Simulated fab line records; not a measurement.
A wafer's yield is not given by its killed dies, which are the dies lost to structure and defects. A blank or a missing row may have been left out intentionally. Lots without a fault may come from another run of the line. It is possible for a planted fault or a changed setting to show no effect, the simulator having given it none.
Chamber matching -- flow n5Finfet -- N5_BEOL_M5_PRE_CLEAN_77 on cvdCo-01 has 3 sister chambers
The step time 15 s. 6 wafers are shown with their chamber, then 11 later ones without.

WAFERS WITH THEIR CHAMBER
wafer,chamber,heaterPowerW (W)
L086.5,0,94
L087.4,0,93
L089.2,2,145
L089.5,2,149
L089.6,1,64
L091.1,1,63

WAFERS WHOSE CHAMBER IS MISSING
wafer,heaterPowerW (W)
L091.3,93
L091.6,93
L092.1,95
L092.2,141
L092.5,92
L095.4,148
L095.5,92
L095.6,61
L096.1,91
L096.3,64
L096.5,63

WHICH CHAMBER EACH WENT THROUGH
wafer,from the rows above,in truth
L091.3,0,0
L091.6,0,0
L092.1,0,0
L092.2,2,2
L092.5,0,0
L095.4,2,2
L095.5,0,0
L095.6,1,1
L096.1,0,0
L096.3,1,1
L096.5,1,1
Correctly placed: 11 of 11. Not placeable from these rows: 0. Number placed wrongly: 0.
How it was worked out, from the rows above alone: a wafer's distance from a chamber is the root of the sum, over the readings, of the square of ((its reading less the chamber's mean) divided by the reading's scatter). The wafer belongs to the nearest chamber; if the next one is less than 2 further off, it can't be placed. For every chamber, the mean is computed from those of its wafers that are shown. The scatter: the root of (the sum of the squares of (reading less its chamber's mean) over the shown wafers, divided by (wafers less chambers)).
